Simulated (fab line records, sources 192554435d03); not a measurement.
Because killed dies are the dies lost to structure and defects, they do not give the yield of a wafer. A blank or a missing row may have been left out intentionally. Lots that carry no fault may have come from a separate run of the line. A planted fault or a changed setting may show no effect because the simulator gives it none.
Split-lot study + flow n5-finfet + route with 1938 steps; 7 lots, 39 wafers read

== SPLIT DETAILS ==
At N5_BEOL_M4_ALD_98 (deposits SiO2, target thk 2.5 nm, pulse time 1 s, co reactant pulse time 1 s), the setting ald-cycles was moved away from the recipe's 17 on 12 of the 39 wafers read, by +17.6% to +47.1%. All remaining wafers had this setting at the recipe value.

Reading taken at the split's own step.

== THE READING ==
SiO2_of_BEOL_M4_ALD_98.thk-nm (the simulator's own value, which no gauge read), in nm, at N5_BEOL_M4_ALD_98 (deposits SiO2, target thk 2.5 nm, pulse time 1 s, co reactant pulse time 1 s). There is no usual value for it anywhere in the file. Here, 27 wafers ran the recipe; their average is 2.5 nm with a standard deviation of 0.094 nm.

| wafer  | tool, chamber at the split | ald-cycles as run | against the recipe | SiO2_of_BEOL_M4_ALD_98.thk-nm, nm | against lot-mates on the recipe |
|--------|----------------------------|-------------------|--------------------|-----------------------------------|---------------------------------|
| L076.1 | ald-sin-03, 3,0,1          | 25                | +47.1%             | 3.6                               | +1.1                            |
| L076.2 | ald-sin-03, 3,0,1          | 25                | +47.1%             | 3.6                               | +1.1                            |
| L076.4 | ald-sin-03, 3,0,1          | 25                | +47.1%             | 3.6                               | +1.1                            |
| L076.3 | ald-sin-03, 2              | 17                | recipe             | 2.6                               | -                               |
| L076.5 | ald-sin-03, 0,3            | 17                | recipe             | 2.4                               | -                               |
| L076.6 | ald-sin-03, 0,3            | 17                | recipe             | 2.4                               | -                               |
| L078.1 | ald-sin-04, 3,0            | 17                | recipe             | 2.6                               | -                               |
| L078.3 | ald-sin-04, 3,0            | 17                | recipe             | 2.6                               | -                               |
| L078.2 | ald-sin-04, 2              | 17                | recipe             | 2.4                               | -                               |
| L084.1 | ald-sin-03, 0,1            | 17                | recipe             | 2.6                               | -                               |
| L084.3 | ald-sin-03, 0,1            | 17                | recipe             | 2.6                               | -                               |
| L084.2 | ald-sin-03, 2              | 21                | +23.5%             | 3                                 | +0.5                            |
| L084.4 | ald-sin-03, 3              | 21                | +23.5%             | 3.2                               | +0.7                            |
| L084.6 | ald-sin-03, 3              | 21                | +23.5%             | 3.2                               | +0.7                            |
| L084.5 | ald-sin-03, 0              | 17                | recipe             | 2.4                               | -                               |
| L083.1 | ald-sin-04, 2,1,0,3,0,1    | 17                | recipe             | 2.6                               | -                               |
| L083.2 | ald-sin-04, 2,1,0,3,0,1    | 17                | recipe             | 2.6                               | -                               |
| L083.3 | ald-sin-04, 2,1,0,3,0,1    | 17                | recipe             | 2.6                               | -                               |
| L083.4 | ald-sin-04, 2,1,0,3,0,1    | 17                | recipe             | 2.6                               | -                               |
| L083.5 | ald-sin-04, 2,1,0,3,0,1    | 17                | recipe             | 2.6                               | -                               |
| L083.6 | ald-sin-04, 2,1,0,3,0,1    | 17                | recipe             | 2.6                               | -                               |
| L085.1 | ald-sin-04, 2,3,0          | 23                | +35.3%             | 3.4                               | +0.9                            |
| L085.2 | ald-sin-04, 2,3,0          | 23                | +35.3%             | 3.4                               | +0.9                            |
| L085.4 | ald-sin-04, 2,3,0          | 23                | +35.3%             | 3.4                               | +0.9                            |
| L085.3 | ald-sin-04, 1,3            | 17                | recipe             | 2.6                               | -                               |
| L085.5 | ald-sin-04, 1,3            | 17                | recipe             | 2.6                               | -                               |
| L085.6 | ald-sin-04, 2              | 17                | recipe             | 2.4                               | -                               |
| L094.1 | ald-sin-03, 2,3,2          | 17                | recipe             | 2.4                               | -                               |
| L094.2 | ald-sin-03, 2,3,2          | 17                | recipe             | 2.4                               | -                               |
| L094.5 | ald-sin-03, 2,3,2          | 17                | recipe             | 2.4                               | -                               |
| L094.3 | ald-sin-03, 1,0,3          | 17                | recipe             | 2.6                               | -                               |
| L094.4 | ald-sin-03, 1,0,3          | 17                | recipe             | 2.6                               | -                               |
| L094.6 | ald-sin-03, 1,0,3          | 17                | recipe             | 2.6                               | -                               |
| L093.1 | ald-sin-01, 0,2            | 17                | recipe             | 2.6                               | -                               |
| L093.2 | ald-sin-01, 0,2            | 17                | recipe             | 2.6                               | -                               |
| L093.3 | ald-sin-01, 1              | 17                | recipe             | 2.4                               | -                               |
| L093.4 | ald-sin-01, 3,1,0          | 20                | +17.6%             | 3                                 | +0.5                            |
| L093.5 | ald-sin-01, 3,1,0          | 20                | +17.6%             | 3                                 | +0.5                            |
| L093.6 | ald-sin-01, 3,1,0          | 20                | +17.6%             | 3                                 | +0.5                            |
When a row names more than one chamber, that row covers several wafers, and the file does not tell which wafer ran in which chamber.

FIT RESULTS
A straight line over all 39 wafers: SiO2_of_BEOL_M4_ALD_98.thk-nm changes by +0.0237 nm for each +1% of ald-cycles; r = +0.97; the points scatter about the line by 0.088 nm.
The same after taking each lot's own level away (the mean of its wafers on the recipe; 39 wafers): +0.0245 nm for each +1%; r = +0.98; scatter 0.078 nm.
On that fit, the largest move of ald-cycles shifts the reading by 1.2 nm.
Across the lots, their own levels run from 2.47 to 2.60 nm, a range of 1.4 times the standard deviation given above.
So the lot-to-lot level changes the slope little: the two slopes agree.
Check: for one of the wafers moved furthest among these (+47.1%), held out of the fit, the line's prediction against its lot-mates is +1.16 nm. It came out at +1.13 nm against them.

== FURTHER SPLITS ON THESE WAFERS ==
These wafers also went through other splits before the reading. Each is held against what the fit with the lots' levels taken away leaves over:
| other split on the same wafers                    | wafers away from the commonest value | r with SiO2_of_BEOL_M4_ALD_98.thk-nm (lot level and that fit taken away) |
|---------------------------------------------------|--------------------------------------|--------------------------------------------------------------------------|
| N5_ZERO_LAYER_DEVELOP_10 develop-time-s           | 12                                   | +0.04                                                                    |
| N5_PMOS_HMC_CHANNEL_EPI_DEVELOP_08 develop-time-s | 15                                   | +0.11                                                                    |
| N5_SD_EPI_P_ETCH_16 target-depth-a                | 12                                   | -0.05                                                                    |
| N5_SDB_ETCH_25 time-s                             | 15                                   | +0.16                                                                    |
| N5_MOL_CONTACT_COAG_DESCUM_45 time-s              | 15                                   | -0.10                                                                    |
| N5_BEOL_M1_ILD_DEP_00 target-thk-a                | 18                                   | -0.12                                                                    |

== THE FILE'S OWN FIT ==
SiO2_of_BEOL_M4_ALD_98.thk-nm changes by +0.0246 nm for each +1% of ald-cycles, r = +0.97.
